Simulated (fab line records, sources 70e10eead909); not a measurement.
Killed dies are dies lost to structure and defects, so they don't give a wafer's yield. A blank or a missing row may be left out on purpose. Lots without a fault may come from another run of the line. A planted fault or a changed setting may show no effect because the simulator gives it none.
Chamber matching | flow nand_harc | NHARC_A_CONTACT_ALD_18 on ald_metal-03: 4 sister chambers
The step deposits TiN, target thk 3 nm, pulse time 1 s, ald cycles 150. 16 wafers are shown with their chamber, then 8 later ones without.

WAFERS WITH THEIR CHAMBER
wafer  | chamber | heater_power_w (W) | precursor_pulse_height_rel
L074.2 | 3       | 998                | 0.968
L074.4 | 2       | 806                | 1.002
L074.6 | 0       | 1289               | 0.974
L078.3 | 0       | 1277               | 1.021
L078.5 | 3       | 1025               | 0.999
L078.6 | 0       | 1313               | 1.008
L077.1 | 3       | 1063               | 1.001
L077.3 | 1       | 1005               | 0.990
L077.5 | 0       | 1276               | 0.980
L081.4 | 3       | 1044               | 0.988
L081.5 | 2       | 822                | 1.000
L081.6 | 1       | 1025               | 1.010
L082.3 | 2       | 803                | 0.989
L082.4 | 3       | 1012               | 0.981
L082.6 | 2       | 801                | 1.016
L087.2 | 0       | 1274               | 1.009

SIGNATURES (means of the wafers above)
reading                    | chamber 0 | chamber 1 | chamber 2 | chamber 3 | scatter within a chamber
heater_power_w             | 1285.80   | 1015.00   | 808.00    | 1028.40   | 18.7
precursor_pulse_height_rel | 0.99840   | 1.00000   | 1.00175   | 0.98740   | 0.0157
Rule: a wafer's distance from a chamber is the root of the sum, over the readings, of the square of ((its reading less the chamber's mean) divided by the reading's scatter). The wafer belongs to the nearest chamber; if the next one is less than 2 further off, it can't be placed. The scatter: the root of (the sum of the squares of (reading less its chamber's mean) over the shown wafers, divided by (wafers less chambers)).

WAFERS WITHOUT THEIR CHAMBER
wafer  | heater_power_w (W) | precursor_pulse_height_rel
L087.3 | 1007               | 0.972
L087.5 | 802                | 1.003
L084.2 | 1316               | 1.004
L084.3 | 1010               | 0.981
L084.4 | 820                | 0.967
L090.1 | 1300               | 0.983
L090.2 | 1014               | 0.999
L090.3 | 1057               | 0.981

WHICH CHAMBER EACH WENT THROUGH
wafer  | from the rows above     | in truth
L087.3 | can't be placed: 3 or 1 | 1
L087.5 | 2                       | 2
L084.2 | 0                       | 0
L084.3 | can't be placed: 3 or 1 | 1
L084.4 | 2                       | 2
L090.1 | 0                       | 0
L090.2 | can't be placed: 1 or 3 | 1
L090.3 | can't be placed: 3 or 1 | 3
Placed correctly: 4 of 8. Can't be placed from these rows: 4 (the true chamber is among the candidates in 4). Placed wrongly: 0.
